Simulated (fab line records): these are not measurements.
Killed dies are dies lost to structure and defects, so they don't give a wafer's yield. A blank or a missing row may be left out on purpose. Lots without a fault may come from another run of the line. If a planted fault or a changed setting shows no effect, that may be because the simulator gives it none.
Matching of chambers ; flow n5-finfet ; N5_ZERO_LAYER_ETCH_17 on rie-diel-02 has 4 sister chambers
The step etches SiO2 in CF4, target depth 12 nm, time 13.3 s. 4 wafers are shown with their chamber, then 8 later ones without.

## EACH WAFER AND ITS CHAMBER
wafer;chamber;drypump-motor-current-A (A)
L087.2;0;5.7
L087.3;1;6.2
L087.4;3;5.9
L096.1;2;4.9

## WAFERS WITHOUT THEIR CHAMBER
wafer;drypump-motor-current-A (A)
L096.2;5.9
L096.3;6.2
L096.4;5.8
L096.5;5.9
L096.6;4.9
L097.2;5.7
L097.3;5.0
L097.6;5.9

## EACH ONE'S CHAMBER
wafer;from the rows above;in truth
L096.2;3;3
L096.3;1;1
L096.4;can't be placed: 0 or 3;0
L096.5;3;3
L096.6;2;2
L097.2;0;0
L097.3;2;2
L097.6;3;3
Correct placement for 7 of the 8. Can't be placed from these rows: 1 (the true chamber is among the candidates in 1). Number placed wrongly: 0.
How it was worked out, from the rows above alone: a wafer's distance from a chamber is the root of the sum, over the readings, of the square of ((its reading less the chamber's mean) divided by the reading's scatter). The wafer belongs to the nearest chamber; if the next one is less than 2 further off, it can't be placed. A chamber's mean is the mean of its shown wafers. The scatter: root of mean squared gap, hidden wafer to nearest shown wafer, with one shown wafer a chamber.
